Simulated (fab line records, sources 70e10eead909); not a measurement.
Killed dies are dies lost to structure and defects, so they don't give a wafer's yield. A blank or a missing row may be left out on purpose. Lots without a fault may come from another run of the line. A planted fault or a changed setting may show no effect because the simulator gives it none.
Chamber matching | flow nand_harc | NHARC_A_BONDPAD_ETCH_34 on rie_diel-11: 4 sister chambers
The step etches the open film in N2/H2, target depth 60 nm, overetch 18 nm, time 65.91 s. 8 wafers are shown with their chamber, then 7 later ones without.

WAFERS WITH THEIR CHAMBER
wafer  | chamber | drypump_motor_current_A (A) | rf_vpp_V (V)
L897.4 | 1       | 6.2                         | 429
L896.1 | 0       | 5.9                         | 427
L896.2 | 1       | 6.2                         | 427
L900.3 | 3       | 5.7                         | 436
L900.4 | 2       | 6.5                         | 433
L900.5 | 2       | 6.5                         | 434
L907.2 | 3       | 5.6                         | 433
L907.3 | 0       | 5.9                         | 426

WAFERS WITHOUT THEIR CHAMBER
wafer  | drypump_motor_current_A (A) | rf_vpp_V (V)
L907.6 | 6.2                         | 429
L911.1 | 5.6                         | 435
L911.5 | 6.3                         | 429
L911.6 | 5.9                         | 427
L909.1 | 5.9                         | 427
L909.3 | 6.6                         | 433
L909.6 | 5.9                         | 428

WHICH CHAMBER EACH WENT THROUGH
wafer  | from the rows above | in truth
L907.6 | 1                   | 1
L911.1 | 3                   | 3
L911.5 | 1                   | 1
L911.6 | 0                   | 0
L909.1 | 0                   | 0
L909.3 | 2                   | 2
L909.6 | 0                   | 0
Placed correctly: 7 of 7. Can't be placed from these rows: 0. Placed wrongly: 0.
How it was worked out, from the rows above alone: a wafer's distance from a chamber is the root of the sum, over the readings, of the square of ((its reading less the chamber's mean) divided by the reading's scatter). The wafer belongs to the nearest chamber; if the next one is less than 2 further off, it can't be placed. A chamber's mean is the mean of its shown wafers. The scatter: the root of (the sum of the squares of (reading less its chamber's mean) over the shown wafers, divided by (wafers less chambers)).
